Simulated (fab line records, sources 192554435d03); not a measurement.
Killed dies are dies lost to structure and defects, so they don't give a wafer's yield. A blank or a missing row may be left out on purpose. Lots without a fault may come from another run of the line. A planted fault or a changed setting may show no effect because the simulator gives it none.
fab line records | flow n5_finfet
record lots=5 wafers=15 last_day=17
route steps=1938 shown WELL_APT@50 PMOS_HMC_CHANNEL_EPI@57 BEOL_M4@1111
lots that met no fault: from a run of the same line without faults
start_h: hours from the record's first day to the start of the lot's first wafer shown | wait_h: hours since the lot's step before | " the same as in the row above | L1.1+2: a row that stands for several wafers | - no value, or no start given | * or withheld: withheld | < > ~ a bound
route shown NAME@n: a module of which the file shows steps, and the number in the route of the first | usual: mean/standard deviation of fault-free wafers | same: alike in all rows | chamber/n: place in a boat | sites: the reading at each site | _std_site: their standard deviation | _edge_site: outer sites' mean less inner sites' | radius_mm: how far each site lies from the wafer's centre | mask NAME#n: copy n | behind: the tool/chamber that last shaped the wafer | hold: why the lot was held/for how many hours/how that ended | device: the transistor (n, p or np) that didn't switch | end of line: the same wafers' tests at the end of the route | a step without rows: its recipe alone | killed: dies lost to structure and defects at the first sort, not the wafer's yield | map: a wafer's dies, x killed, . not, _ none there
set.NAME: the setting as run; set.NAME@STEP: as run at that earlier step | model.NAME: the simulator's own value behind a step, which no gauge read
lots at some steps of the route; a table a step, a row a wafer
services: from which hour (start_h, from the record's first day; less than 0 if before it) a tool's chamber was out of use, for how many hours, and why
## steps
# step N5_WELL_APT_RTA_34
# recipe temp_c=1000 time_s=10 ambient=N2 idle_temp_c=600 ramp_up_c_per_s=150 ramp_down_c_per_s=60 cool_to_c=600
# usual lamp_power_pct=13.00/0.055 wafer_temp_C_max=1003.7/1
# columns lot.wafer tool chamber start_h wait_h lamp_power_pct wafer_temp_C_max
L426.1 rtp_anneal-01 0 27.55 0.0 12.93 1002.6
L426.4 " 0 " " 12.91 1001.9
L426.6 " 0 " " 12.92 1004.0
L429.2 rtp_anneal-01 0 45.70 0.0 13.09 1004.0
L429.5 " 0 " " 13.09 1003.4
L429.6 " 0 " " 13.01 1003.2
L435.1 rtp_anneal-01 0 82.05 0.0 13.09 1002.8
L435.5 " 0 " " 12.97 1003.9
L435.6 " 0 " " 13.02 1003.8
L438.1 rtp_anneal-01 0 100.54 0.0 12.96 1003.9
L438.2 " 0 " " 13.00 1003.6
L438.4 " 0 " " 12.99 1003.0
L446.2 rtp_anneal-02 0 147.72 0.0 13.01 1005.8
L446.4 " 0 " " 12.96 1004.8
L446.6 " 0 " " 13.02 1003.4
# step N5_WELL_APT_OXIDE_STRIP_42
# recipe chemistry=dHF dilution=25:1 time_s=45 temp_c=25 target=SiO2 target_depth_a=120
# step N5_WELL_APT_PRECLEAN_36
# recipe chemistry=O3/DIW time_s=45 temp_c=22 o3_ppm=10
# step N5_WELL_APT_PRECLEAN_39
# recipe chemistry=dHF time_s=60 dilution=150:1 temp_c=25
# step N5_WELL_APT_SRD_37
# recipe dry=ipa_marangoni do_ppb=5 time_s=30 temp_c=23 rinse_liquid=diw
# step N5_WELL_APT_EPI_41
# recipe material=Si target_thk_a=500 temp_c=650 precursor=SiH4/H2 pressure_torr=20 time_s=297.7
# usual throttle_valve_pct=11.02/0.22
# columns lot.wafer tool chamber start_h wait_h throttle_valve_pct
L426.1 epi_rpcvd-02 0 27.79 0.0 11.19
L426.4 " 0 " " 11.05
L426.6 " 0 " " 11.27
L429.2 epi_rpcvd-03 0 46.02 0.1 10.73
L429.5 " 0 " " 11.14
L429.6 " 0 " " 11.17
L435.1 epi_rpcvd-03 0 82.29 0.0 10.90
L435.5 " 0 " " 11.11
L435.6 " 0 " " 11.28
L438.1 epi_rpcvd-01 0 100.78 0.0 10.65
L438.2 " 0 " " 10.88
L438.4 " 0 " " 10.63
L446.2 epi_rpcvd-02 0 148.11 0.2 11.37
L446.4 " 0 " " 10.92
L446.6 " 0 " " 11.23
# step N5_WELL_APT_INSPECT_38
# recipe inspect_instrument=darkfield mode=post_epi
# usual raw_defect_count=12/4.5
# columns lot.wafer tool chamber start_h wait_h raw_defect_count
L426.1 defect_inspect-01 - 28.42 0.5 14
L426.4 " - " " 17
L426.6 " - " " 10
L429.2 defect_inspect-01 - 46.56 0.4 9
L429.5 " - " " 3
L429.6 " - " " 11
L435.1 defect_inspect-01 - 82.92 0.5 14
L435.5 " - " " 14
L435.6 " - " " 14
L438.1 defect_inspect-02 - 101.62 0.7 12
L438.2 " - " " 12
L438.4 " - " " 11
L446.2 defect_inspect-02 - 149.04 0.7 5
L446.4 " - " " 11
L446.6 " - " " 8
# step N5_PMOS_HMC_CHANNEL_EPI_HM_DEP_34
# recipe material=SiO2 target_thk_a=360 temp_c=400 precursor=TEOS/O2 pressure_torr=6.5 rf_w=900 teos_flow_sccm=161.4 gas=O2 flow_sccm=2650 time_s=6.9
# usual heater_power_w=592/60 showerhead_plenum_p_Torr=8.35/0.035 throttle_valve_pct=18.4/1.1
# columns lot.wafer tool chamber start_h wait_h heater_power_w showerhead_plenum_p_Torr throttle_valve_pct
L426.1 pecvd-01 1 28.46 0.0 590 8.34 21.2
L426.4 " 0 " " 538 8.34 18.4
L426.6 " 1 " " 581 8.32 21.3
L429.2 pecvd-01 2 46.60 0.0 561 8.34 17.5
L429.5 " 0 " " 600 8.31 18.6
L429.6 " 2 " " 569 8.32 17.4
L435.1 pecvd-02 1 82.96 0.0 609 8.31 18.1
L435.5 " 1 " " 623 8.34 17.9
L435.6 " 0 " " 609 8.32 18.6
L438.1 pecvd-01 2 101.66 0.0 547 8.34 17.8
L438.2 " 0 " " 714 8.33 18.4
L438.4 " 0 " " 707 8.31 18.5
L446.2 pecvd-02 2 149.07 0.0 580 8.36 17.9
L446.4 " 1 " " 570 8.33 17.9
L446.6 " 0 " " 689 8.34 18.8
# step N5_PMOS_HMC_CHANNEL_EPI_COAT_31
# recipe resist=BARC temp_c=205 time_s=60 spin_rpm=1500 resist_thk_nm=66
# step N5_PMOS_HMC_CHANNEL_EPI_COAT_03
# recipe resist=CAR-ArF-block spin_rpm=1500 resist_thk_nm=205
# step N5_PMOS_HMC_CHANNEL_EPI_EBR_05
# recipe solvent=PGMEA ebr_width_mm=1.5
# step N5_PMOS_HMC_CHANNEL_EPI_SOFTBAKE_04
# recipe temp_c=110 time_s=60 resist=CAR-ArF-block
# step N5_PMOS_HMC_CHANNEL_EPI_EXPOSE_06
# recipe mask_id=PMOS_HMC_BLK na=1.35 source_shape=conventional sigma_outer=0.8 polarization=unpolarized target_cd_nm=240 dose_mj=41
# usual stage_vel_mm_s=500.01/0.27
# columns lot.wafer tool chamber start_h wait_h mask stage_vel_mm_s
L426.1 arfi_scanner-02 0 28.61 - PMOS_HMC_BLK#0 500.05
L426.4 " 0 " " PMOS_HMC_BLK#0 500.08
L426.6 " 0 " " PMOS_HMC_BLK#0 500.03
L429.2 arfi_scanner-01 0 46.76 - PMOS_HMC_BLK#0 499.75
L429.5 " 0 " " PMOS_HMC_BLK#0 500.07
L429.6 " 0 " " PMOS_HMC_BLK#0 499.84
L435.1 arfi_scanner-01 0 83.13 - PMOS_HMC_BLK#0 499.88
L435.5 " 0 " " PMOS_HMC_BLK#0 499.88
L435.6 " 0 " " PMOS_HMC_BLK#0 500.08
L438.1 arfi_scanner-03 0 101.81 - PMOS_HMC_BLK#0 499.84
L438.2 " 0 " " PMOS_HMC_BLK#0 500.10
L438.4 " 0 " " PMOS_HMC_BLK#0 499.94
L446.2 arfi_scanner-02 0 149.36 - PMOS_HMC_BLK#0 499.77
L446.4 " 0 " " PMOS_HMC_BLK#0 499.93
L446.6 " 0 " " PMOS_HMC_BLK#0 500.11
# step N5_PMOS_HMC_CHANNEL_EPI_PEB_07
# recipe peb_temp_c=110 peb_time_s=60 resist=CAR-ArF-block
# step N5_PMOS_HMC_CHANNEL_EPI_DEVELOP_08
# recipe develop_time_s=30 developer=TMAH resist=CAR-ArF-block dev_temp_c=23 rinse_liquid=diw dry=air_spin
# step N5_PMOS_HMC_CHANNEL_EPI_CD_MEAS_09
# recipe target_cd_nm=237.4 landing_energy_ev=500 detector=se_inlens
# usual cd_nm=237.4/0.89
# columns lot.wafer tool chamber start_h wait_h cd_nm
L426.1 cd_sem-02 0 28.74 - 238.2
L426.4 " 0 " " 238.1
L426.6 " 0 " " 237.4
L429.2 cd_sem-02 0 46.88 - 237.7
L429.5 " 0 " " 236.6
L429.6 " 0 " " 238.4
L435.1 cd_sem-02 0 83.26 - 236.5
L435.5 " 0 " " 236.7
L435.6 " 0 " " 236.3
L438.1 cd_sem-03 0 101.93 - 238.9
L438.2 " 0 " " 237.9
L438.4 " 0 " " 237.2
L446.2 cd_sem-03 0 149.48 - 236.4
L446.4 " 0 " " 236.1
L446.6 " 0 " " 237.4
# step N5_PMOS_HMC_CHANNEL_EPI_OVL_MEAS_10
# recipe points_per_wafer=44
# usual PMOS_HMC_BLK_OVL=-0.3/0.66
# columns lot.wafer tool chamber start_h wait_h PMOS_HMC_BLK_OVL[nm]
L426.1 overlay-02 0 28.77 0.0 -0.6
L426.4 " 0 " " -0.9
L426.6 " 0 " " 0.2
L429.2 overlay-02 0 46.91 0.0 0.6
L429.5 " 0 " " -0.4
L429.6 " 0 " " 0.2
L435.1 overlay-01 0 83.29 0.0 0.1
L435.5 " 0 " " -0.2
L435.6 " 0 " " -1.0
L438.1 overlay-02 0 101.96 0.0 -0.5
L438.2 " 0 " " 0.2
L438.4 " 0 " " -0.1
L446.2 overlay-01 0 149.51 0.0 -1.7
L446.4 " 0 " " -1.2
L446.6 " 0 " " -1.4
# step N5_PMOS_HMC_CHANNEL_EPI_INSPECT_11
# recipe mode=adi inspect_instrument=macro
# usual raw_defect_count=1.9/1.4
# columns lot.wafer tool chamber start_h wait_h raw_defect_count
L426.1 defect_inspect-01 - 28.79 0.0 1
L426.4 " - " " 2
L426.6 " - " " 1
L429.2 defect_inspect-02 - 46.93 0.0 1
L429.5 " - " " 6
L429.6 " - " " 0
L435.1 defect_inspect-02 - 83.31 0.0 0
L435.5 " - " " 3
L435.6 " - " " 3
L438.1 defect_inspect-01 - 101.99 0.0 3
L438.2 " - " " 1
L438.4 " - " " 1
L446.2 defect_inspect-01 - 149.53 0.0 3
L446.4 " - " " 2
L446.6 " - " " 6
# step N5_PMOS_HMC_CHANNEL_EPI_DESCUM_14
# recipe chemistry=O2 time_s=7.9 source_power_w=50 bias_power_w=20 pressure_mtorr=20 rf_frequency_hz=2.712e+07 temp_c=40 resist=CAR-ArF-block o2_flow_sccm=225
# usual drypump_motor_current_A=5.6/0.47 oes_product_au=0.79/0.063 rf_vpp_V=243.7/1.6 showerhead_plenum_p_Torr=2.12/0.084 throttle_valve_pct=20.45/0.22
# columns lot.wafer tool chamber start_h wait_h drypump_motor_current_A oes_product_au rf_hours_counter_h rf_vpp_V showerhead_plenum_p_Torr throttle_valve_pct model.PMOS_HMC_CHANNEL_EPI.cd_nm
L426.1 rie_diel-03 1 28.83 0.0 5.2 0.78 110 245.1 2.11 20.65 237.9
L426.4 " 3 " " 5.8 0.83 61 244.8 2.21 20.41 238.3
L426.6 " 2 " " 6.4 0.80 - 244.7 2.18 20.11 237.7
L429.2 rie_diel-03 0 47.71 0.8 5.3 0.77 137 242.1 2.09 20.60 237.5
L429.5 " 3 " " 5.8 0.82 - 243.6 2.21 20.42 236.7
L429.6 " 2 " " 6.4 0.78 - 245.8 2.18 20.13 238.3
L435.1 rie_diel-03 0 83.45 0.1 5.3 0.76 148 242.3 2.09 20.61 236.3
L435.5 " 2 " " 6.4 0.77 - 245.3 2.17 20.12 236.9
L435.6 " 3 " " 5.9 0.80 - 245.0 2.20 20.44 236.2
L438.1 rie_diel-01 0 102.15 0.2 6.2 0.74 162 245.0 2.18 20.53 238.8
L438.2 " 1 " " 5.8 0.91 16 243.6 2.24 20.62 238.2
L438.4 " 1 " " 5.8 0.91 - 244.4 2.24 20.62 237.3
L446.2 rie_diel-02 1 149.57 0.0 4.9 0.70 195 240.9 1.99 20.05 236.2
L446.4 " 3 " " 5.6 0.87 45 245.6 2.20 20.25 236
L446.6 " 3 " " 5.6 0.86 - 244.7 2.20 20.25 236.9
# step N5_PMOS_HMC_CHANNEL_EPI_ETCH_32
# recipe chemistry=N2/H2 target=BARC stop_on=SiO2 target_depth_a=858 over_etch_frac=0.3 time_s=50.3 ion_energy_ev=200 mask_material=CAR-ArF-block pressure_mtorr=30 source_w=840 bias_w=150 n2_flow_sccm=200 h2_flow_sccm=200
# usual bias_w=150.0/0.43 drypump_motor_current_A=5.6/0.47 oes_product_au=0.68/0.053 rf_vpp_V=525.1/3 showerhead_plenum_p_Torr=2.59/0.11 throttle_valve_pct=17.92/0.21
# same over_etch_frac=0.3
# columns lot.wafer tool chamber start_h wait_h bias_w drypump_motor_current_A oes_product_au rf_hours_counter_h rf_vpp_V showerhead_plenum_p_Torr throttle_valve_pct
L426.1 rie_diel-03 1 28.86 0.0 150.3 5.2 0.67 110 524.7 2.55 18.05
L426.4 " 3 " " 150.0 5.9 0.71 61 528.5 2.69 17.90
L426.6 " 2 " " 149.6 6.4 0.68 - 526.5 2.68 17.69
L429.2 rie_diel-03 0 47.75 0.0 150.1 5.3 0.66 137 524.0 2.54 17.98
L429.5 " 3 " " 150.0 5.8 0.70 - 527.8 2.69 17.88
L429.6 " 2 " " 150.2 6.4 0.67 - 526.7 2.67 17.69
L435.1 rie_diel-03 0 83.49 0.0 150.0 5.3 0.65 148 522.3 2.53 17.99
L435.5 " 2 " " 150.4 6.5 0.66 - 526.9 2.67 17.72
L435.6 " 3 " " 150.2 5.9 0.69 - 528.3 2.69 17.91
L438.1 rie_diel-01 0 102.18 0.0 149.4 6.2 0.63 162 526.0 2.66 18.03
L438.2 " 1 " " 149.6 5.8 0.78 16 528.6 2.72 18.10
L438.4 " 1 " " 149.6 5.8 0.78 - 528.5 2.72 18.10
L446.2 rie_diel-02 1 149.60 0.0 150.3 4.9 0.62 195 521.4 2.41 17.51
L446.4 " 3 " " 149.9 5.6 0.75 45 529.0 2.68 17.66
L446.6 " 3 " " 150.2 5.6 0.75 - 527.6 2.68 17.66
# step N5_BEOL_M4_RC_MEAS_101
# usual DIBL_N=35.9/1.9 DIBL_P=35.8/2.4 IOFF_N=0.15/0.031 IOFF_P=0.21/0.037 ION_N=672/13 ION_P=462/8.3 SS_N=71.5/0.72 SS_P=73.2/0.67 VT_N=250/3.4 VT_P=-250/3.4
# columns lot.wafer tool chamber start_h wait_h DIBL_N[mV/V] DIBL_P[mV/V] IOFF_N[nA/um] IOFF_P[nA/um] ION_N[uA/um] ION_P[uA/um] SS_N[mV/dec] SS_P[mV/dec] VT_N[mV] VT_P[mV]
L426.1 prober-02 0 184.82 0.0 33.5 34.2 0.13 0.15 664 452 71.4 72.9 253 -256
L426.4 " 0 " " 35.1 36.1 0.14 0.17 671 453 71.6 73.5 252 -257
L426.6 " 0 " " 33.6 33.3 0.11 0.13 644 437 71.1 72.4 257 -261
L429.2 prober-01 0 203.27 0.2 34.0 35.1 0.14 0.18 661 452 71.2 73.4 248 -252
L429.5 " 0 " " 31.8 31.8 0.11 0.14 660 452 70.7 72.2 254 -253
L429.6 " 0 " " 35.0 36.4 0.17 0.20 681 467 71.4 73.0 245 -251
L435.1 prober-02 0 244.44 0.0 39.9 39.8 0.24 0.30 703 480 72.9 74.2 241 -244
L435.5 " 0 " " 36.8 36.1 0.16 0.23 683 470 71.4 72.4 248 -246
L435.6 " 0 " " 36.5 35.6 0.15 0.21 665 461 71.7 73.2 247 -249
L438.1 prober-01 0 261.27 0.0 34.7 34.6 0.13 0.17 683 461 71.6 72.8 251 -254
L438.2 " 0 " " 35.5 34.5 0.13 0.17 672 453 71.2 72.5 253 -254
L438.4 " 0 " " 35.3 35.2 0.12 0.18 668 458 71.0 73.2 254 -255
L446.2 prober-01 0 310.18 0.2 36.0 36.0 0.15 0.20 682 470 71.4 74.1 248 -252
L446.4 " 0 " " 35.6 35.8 0.14 0.19 671 460 71.7 73.4 251 -253
L446.6 " 0 " " 37.9 39.3 0.19 0.25 694 471 72.8 74.7 248 -248
## services
# columns tool chamber start_h hours kind
arfi_scanner-01 - 8.04 3.3 repair
rie_diel-01 2 8.31 5.4 repair
rie_diel-01 0 11.28 6.2 repair
pecvd-02 - 15.08 0.6 repair
arfi_scanner-01 - 18.15 1.3 pm
rie_diel-01 2 20.49 6.4 repair
arfi_scanner-01 - 20.68 1.0 pm
arfi_scanner-01 - 21.68 6.0 pm
arfi_scanner-02 - 23.42 1.0 pm
rie_diel-01 0 25.17 3.3 repair
pecvd-02 0 44.08 15.0 repair
epi_rpcvd-02 - 44.50 1.2 repair
arfi_scanner-02 - 45.65 0.3 repair
rie_diel-01 - 46.39 15.6 pm
pecvd-02 - 54.54 6.0 pm
rie_diel-03 - 55.82 1.1 repair
rie_diel-03 1 58.99 5.7 repair
arfi_scanner-01 - 65.50 3.1 pm
rie_diel-02 1 66.08 13.3 repair
rie_diel-01 1 70.81 8.1 repair
arfi_scanner-01 - 71.91 0.8 pm
pecvd-01 - 118.04 1.3 repair
pecvd-01 1 132.42 29.7 repair
rie_diel-03 - 138.91 0.2 repair
## key
first_sign none at tools or gauges
model_effect step=N5_PMOS_HMC_CHANNEL_EPI_DESCUM_14 value=PMOS_HMC_CHANNEL_EPI.cd_nm without=237.9 struck=236.5
met_at N5_PMOS_HMC_CHANNEL_EPI_EXPOSE_06
struck_wafers L435.1,L435.5,L435.6
loop_trim step=N5_PMOS_HMC_CHANNEL_EPI_EXPOSE_06 setting=dose lots=L435
onset_between 46.76 83.13
also_fits N5_WELL_APT_EPI_41:epi_rpcvd-03,N5_PMOS_HMC_CHANNEL_EPI_DESCUM_14:rie_diel-03
fault kind=process_parameter_drift tool=arfi_scanner-01 chamber=- onset_h=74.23 steps=N5_PMOS_HMC_CHANNEL_EPI_EXPOSE_06 channel=dose_mj offset=-0.91335 shape=step acts_in=these_recipes_only stated=41
# loop_trim: a control loop set the setting to another value than it would have without faults
